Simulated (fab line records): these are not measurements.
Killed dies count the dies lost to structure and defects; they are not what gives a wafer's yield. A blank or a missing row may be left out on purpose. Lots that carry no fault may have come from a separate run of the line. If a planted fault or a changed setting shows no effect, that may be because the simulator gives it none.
Chamber matching / flow n5-finfet / pecvd-03 running N5_BEOL_M1_PECVD_72: 3 sister chambers
The step deposits SiO2 from TEOS/O2, target thk 16 nm, time 18 s. 6 wafers are shown with their chamber, then 7 later ones without.

EACH WAFER AND ITS CHAMBER
wafer=L080.2; chamber=1; showerhead-plenum-p-Torr (Torr)=8.90; throttle-valve-pct (%)=24.1
wafer=L080.3; chamber=2; showerhead-plenum-p-Torr (Torr)=8.74; throttle-valve-pct (%)=22.3
wafer=L085.2; chamber=2; showerhead-plenum-p-Torr (Torr)=8.78; throttle-valve-pct (%)=22.4
wafer=L085.4; chamber=1; showerhead-plenum-p-Torr (Torr)=8.90; throttle-valve-pct (%)=23.9
wafer=L087.2; chamber=0; showerhead-plenum-p-Torr (Torr)=8.91; throttle-valve-pct (%)=22.8
wafer=L087.3; chamber=0; showerhead-plenum-p-Torr (Torr)=8.90; throttle-valve-pct (%)=23.1

WAFERS WITH NO CHAMBER GIVEN
wafer=L087.5; showerhead-plenum-p-Torr (Torr)=8.92; throttle-valve-pct (%)=22.9
wafer=L089.1; showerhead-plenum-p-Torr (Torr)=8.91; throttle-valve-pct (%)=23.1
wafer=L089.2; showerhead-plenum-p-Torr (Torr)=8.92; throttle-valve-pct (%)=24.0
wafer=L089.3; showerhead-plenum-p-Torr (Torr)=8.94; throttle-valve-pct (%)=23.0
wafer=L090.1; showerhead-plenum-p-Torr (Torr)=8.92; throttle-valve-pct (%)=23.0
wafer=L090.5; showerhead-plenum-p-Torr (Torr)=8.93; throttle-valve-pct (%)=23.2
wafer=L090.6; showerhead-plenum-p-Torr (Torr)=8.92; throttle-valve-pct (%)=23.8

THE CHAMBER EACH PASSED THROUGH
wafer=L087.5; from the rows above=0; in truth=0
wafer=L089.1; from the rows above=0; in truth=0
wafer=L089.2; from the rows above=1; in truth=1
wafer=L089.3; from the rows above=0; in truth=0
wafer=L090.1; from the rows above=0; in truth=0
wafer=L090.5; from the rows above=0; in truth=0
wafer=L090.6; from the rows above=1; in truth=1
Correct placement for 7 of the 7. Left unplaced by these rows: 0. 0 placed wrongly.
How it was worked out, from the rows above alone: a wafer's distance from a chamber is the root of the sum, over the readings, of the square of ((its reading less the chamber's mean) divided by the reading's scatter). The wafer belongs to the nearest chamber; if the next one is less than 2 further off, it can't be placed. The mean given for a chamber averages the wafers shown for that chamber. The scatter: take each reading less its chamber's mean, square it, sum over the shown wafers, divide by the number of wafers less the number of chambers, and take the root.
